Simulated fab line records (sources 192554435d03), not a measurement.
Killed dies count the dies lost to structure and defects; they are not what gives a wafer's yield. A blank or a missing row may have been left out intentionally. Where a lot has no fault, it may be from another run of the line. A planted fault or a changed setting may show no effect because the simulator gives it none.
A lot that was struck, set against a sound lot -- flow n5 finfet -- 15 steps out of a route of 1938
Sound: wafers L450.1, L450.2, L450.6. Struck: wafer L467.2 (L467.4, L467.5, from the same lot, were not struck and are left out); the cause is given at the end.
Order at every step that has rows: each side's tool, ch and its chambers, its first start. Under that, the readings that differ: sound wafers -- struck wafers -- difference of the means -- sigmas: that difference in standard deviations of wafers without a fault.
alike: words and numbers the same on both sides, and readings whose means are apart by under 2 such deviations; not compared: readings that were withheld, readings missing a value for some wafer, numbers with overlapping values and no deviation given by the record, and bounds like >300 which may hide the same value.
A row with sigmas, a row that says differs or no value, or rows on one side alone: a step with any of these is where the two part. Non-overlapping numbers with no deviation appear without sigmas and do not part them. Lack of a reading on every wafer of one side parts them only where that side has two or more wafers.

first, 3 steps without rows for these wafers: N5_FIN_SAQP_EXPOSE_13 (exposes mask FIN CORE, target cd 35.6 nm); N5_FIN_SAQP_PEB_14 (peb time 60 s); N5_FIN_SAQP_DEVELOP_15 (develop time 30 s).
N5_FIN_SAQP_CD_MEAS_16: the cd target is 35.6 nm.
  sound on cd sem-01 ch 0, day 1 23:32; struck on cd sem-02 ch 0, day 6 04:02
  alike: cd nm
N5_FIN_SAQP_OVL_MEAS_17:
  sound on overlay-01 ch 0, day 1 23:34; struck on overlay-01 ch 0, day 6 04:04
  alike: FIN_CORE_OVL
N5_FIN_SAQP_INSPECT_18: inspects for defects (brightfield).
  struck on defect inspect-01, day 6 04:05; sound on defect inspect-01, day 1 23:35
  alike: raw defect count
N5_FIN_SAQP_DESCUM_21: chemistry O2, time 7.9 s.
  sound on rie diel-06 ch 0,3, day 1 23:38; struck on rie diel-06 ch 0, day 6 04:08
  alike: drypump motor current A, o2 flow sccm, oes product au, rf vpp V, showerhead plenum p Torr, throttle valve pct
  not compared: rf hours counter h
N5_FIN_SAQP_ETCH_51: etches SiARC in CF4, target depth 45.5 nm, time 75.8 s.
  sound on rie diel-06 ch 0,3, day 1 23:41; struck on rie diel-06 ch 0, day 6 04:10
  alike: drypump motor current A, etch rf on time s, oes product au, rf vpp V, showerhead plenum p Torr, throttle valve pct
  not compared: rf hours counter h
N5_FIN_SAQP_ETCH_52: etches SOC in N2/H2, target depth 100 nm, overetch 20 nm, time 150 s.
  sound on rie diel-06 ch 0,3, day 1 23:44; struck on rie diel-06 ch 0, day 6 04:13
  alike: drypump motor current A, oes product au, rf vpp V, showerhead plenum p Torr, throttle valve pct
  not compared: rf hours counter h
then, 1 step without rows for these wafers: N5_FIN_SAQP_STRIP_53 (strips in N2/H2).
N5_FIN_SAQP_HM_OPEN_73: chemistry CHF3/O2, target SiO2, stops on a-Si, target depth 12 nm, time 16.8 s.
  sound on rie diel-06 ch 0,3, day 1 23:50; struck on rie diel-06 ch 0, day 6 04:20
  alike: drypump motor current A, oes_f_703_au, oes product au, rf vpp V, showerhead plenum p Torr, throttle valve pct
  not compared: rf hours counter h
then, 1 step without rows for these wafers: N5_FIN_SAQP_STRIP_74 (strips in CHF3/O2).
N5_FIN_SAQP_MANDREL_ETCH_22: etches a-Si in HBr/Cl2, stops on SiNx, target depth 60 nm, bt time 10 s, time 30 s.
  sound on rie si-06 ch 2,3, day 1 23:56; struck on rie si-06 ch 2, day 6 04:25
reading,sound,struck,difference,sigmas
model.SOC_of_FIN_SAQP_COAT_49.thk nm (nm),76.53 76.37 76.05,79.62,+3.30,
  alike: drypump motor current A, oes product au, throttle valve pct
  not compared: rf hours counter h
N5_FIN_SAQP_STRIP_55: strips in N2/H2.
  sound on rie diel-05 ch 1,2,3, day 2 00:02; struck on rie diel-05 ch 1, day 6 04:44
reading,sound,struck,difference,sigmas
oes product au (a.u.),0.68 0.68 0.73,0.95,+0.25,+2
  alike: drypump motor current A, rf vpp V, showerhead plenum p Torr, throttle valve pct
  not compared: rf hours counter h
-- a jump in the record: the struck wafers' starts before and after are 11 days apart (it breaks off in module FIN_SAQP and resumes in module PASSIVATION, where the first step shown is number 1936 of the route) --
N5_PASSIVATION_PROBE_49:
  struck on prober-02, day 16 20:29; sound on prober-02, day 13 16:14
reading,sound,struck,difference,sigmas
killed_at_M4_up,6 18 8,24,+13,+3
  alike: killed_at_M0_to_M3, killed at contacts, killed at front end, killed at other, killed dies, killed open, killed short

WHERE THEY PART
Last at N5_PASSIVATION_PROBE_49 as far as this record goes, first at N5_FIN_SAQP_STRIP_55.

WHY: what the simulator had put in
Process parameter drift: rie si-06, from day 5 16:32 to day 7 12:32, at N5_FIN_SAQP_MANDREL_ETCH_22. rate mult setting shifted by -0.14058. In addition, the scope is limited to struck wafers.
